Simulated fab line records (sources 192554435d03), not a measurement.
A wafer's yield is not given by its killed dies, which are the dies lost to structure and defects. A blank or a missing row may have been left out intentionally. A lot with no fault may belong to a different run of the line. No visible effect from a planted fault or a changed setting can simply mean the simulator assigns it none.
Matching of chambers + flow n5-finfet + N5_PMOS_HMC_CHANNEL_EPI_ETCH_38 on rie-si-03: 4 sister chambers
The step etches SiO2 in CF4, target depth 1.5 nm. 4 wafers are shown with their chamber, then 10 later ones without.

WAFERS, EACH WITH ITS CHAMBER
| wafer  | chamber | throttle-valve-pct (%) |
|--------|---------|------------------------|
| L087.3 | 1       | 21.94                  |
| L088.3 | 2       | 22.00                  |
| L089.3 | 0       | 21.45                  |
| L089.5 | 3       | 22.12                  |

WAFERS WITH NO CHAMBER GIVEN
| wafer  | throttle-valve-pct (%) |
|--------|------------------------|
| L089.6 | 21.46                  |
| L090.1 | 21.93                  |
| L090.4 | 21.46                  |
| L090.5 | 21.94                  |
| L093.1 | 22.11                  |
| L093.3 | 21.95                  |
| L093.4 | 21.99                  |
| L094.1 | 21.45                  |
| L094.4 | 21.95                  |
| L094.6 | 21.92                  |

CHAMBER TAKEN BY EACH
| wafer  | from the rows above | in truth |
|--------|---------------------|----------|
| L089.6 | 0                   | 0        |
| L090.1 | 1                   | 1        |
| L090.4 | 0                   | 0        |
| L090.5 | 1                   | 1        |
| L093.1 | 3                   | 3        |
| L093.3 | 1                   | 1        |
| L093.4 | 2                   | 2        |
| L094.1 | 0                   | 0        |
| L094.4 | 1                   | 1        |
| L094.6 | 1                   | 1        |
10 of 10 placed correctly. Number that these rows cannot place: 0. 0 placed wrongly.
How it was worked out, from the rows above alone: a wafer's distance from a chamber is the root of the sum, over the readings, of the square of ((its reading less the chamber's mean) divided by the reading's scatter). If the next closest chamber is less than 2 further off than the closest, the wafer can't be placed; otherwise it belongs to the closest. The mean given for a chamber averages the wafers shown for that chamber. The scatter: with one shown wafer a chamber, the root of the mean of the squares of how far each hidden wafer lies from its nearest shown one.
